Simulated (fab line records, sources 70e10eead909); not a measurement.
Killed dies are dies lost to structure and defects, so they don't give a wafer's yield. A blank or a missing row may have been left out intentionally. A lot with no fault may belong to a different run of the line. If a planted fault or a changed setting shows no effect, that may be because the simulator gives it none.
2 desks looking at one fault :: flow nandHarc :: only its own numbers are on each desk; what lay behind them is given at the end

AT THE METROLOGY DESK
What the gauges read for every lot (on any tool): the sampled wafers with a number, averaged. A lot is out of limits, marked OUT, if its mean lies more than 4 standard deviations from the usual mean; the brackets give that distance.
Columns: A = cdNm at NHARC_THIN_TSV_CD_MEAS_16, usual 999.7 nm
lot: L883
first seen here: day 24 14:00
A: 1001.5

lot: L882
first seen here: day 24 14:49
A: 997.6

lot: L886
first seen here: day 25 04:46
A: 996.1

lot: L884
first seen here: day 25 05:58
A: 999.2

lot: L887
first seen here: day 25 07:11
A: 998.9

lot: L889
first seen here: day 26 10:55
A: 997.3

lot: L891
first seen here: day 26 23:30
A: 1000.8

lot: L890
first seen here: day 27 00:44
A: 1000.6

lot: L897
first seen here: day 29 08:28
A: 997.9

lot: L899
first seen here: day 30 21:46
A: 999.3

lot: L904
first seen here: day 32 21:55
A: 1002.1

lot: L903
first seen here: day 32 23:08
A: 1000.3

lot: L905
first seen here: day 33 12:06
A: 998.2
This desk found nothing out of limits on any of the 13 lots.

AT THE TOOL OWNER'S DESK: pecvdOnon-03
The tool's own readings at NHARC_A_ONON_D1_DEP_03 (target thk 1000 nm): means of the sampled wafers that have a number, for each lot that ran on this tool. A lot is out of limits, marked OUT, if its mean lies more than 4 standard deviations from the usual mean; the brackets give that distance.
Columns: A = n2FlowSccm at NHARC_A_ONON_D1_DEP_03, usual 2750 sccm; B = n2oFlowSccm at NHARC_A_ONON_D1_DEP_03, usual 2000 sccm; C = nh3FlowSccm at NHARC_A_ONON_D1_DEP_03, usual 500.0 sccm; D = susceptorTempC at NHARC_A_ONON_D1_DEP_03, usual 399.99 C
lot: L882
first seen here: day 8 00:32
A: 2754
B: 2005
C: 499.9
D: 399.99

lot: L884
first seen here: day 8 17:09
A: 2754
B: 1999
C: 500.4
D: 399.75

lot: L886
first seen here: day 9 12:21
A: 2743
B: 2001
C: 500.8
D: 399.99

lot: L890
first seen here: day 11 05:40
A: 2756
B: 1996
C: 500.8
D: 399.96

lot: L897
first seen here: day 13 21:14
A: 2753
B: 1996
C: 501.4
D: 399.85

lot: L899
first seen here: day 14 15:07
A: 2755
B: 1999
C: 499.2
D: 400.12

lot: L905
first seen here: day 17 12:44
A: 2748
B: 1997
C: 498.4
D: 399.85
This desk found nothing out of limits on any of the 7 lots.

PUT TOGETHER
The metrology desk saw nothing out of limits.
Nothing out of limits was seen by the tool owner's desk.

WHAT WAS PUT IN BY THE SIMULATOR
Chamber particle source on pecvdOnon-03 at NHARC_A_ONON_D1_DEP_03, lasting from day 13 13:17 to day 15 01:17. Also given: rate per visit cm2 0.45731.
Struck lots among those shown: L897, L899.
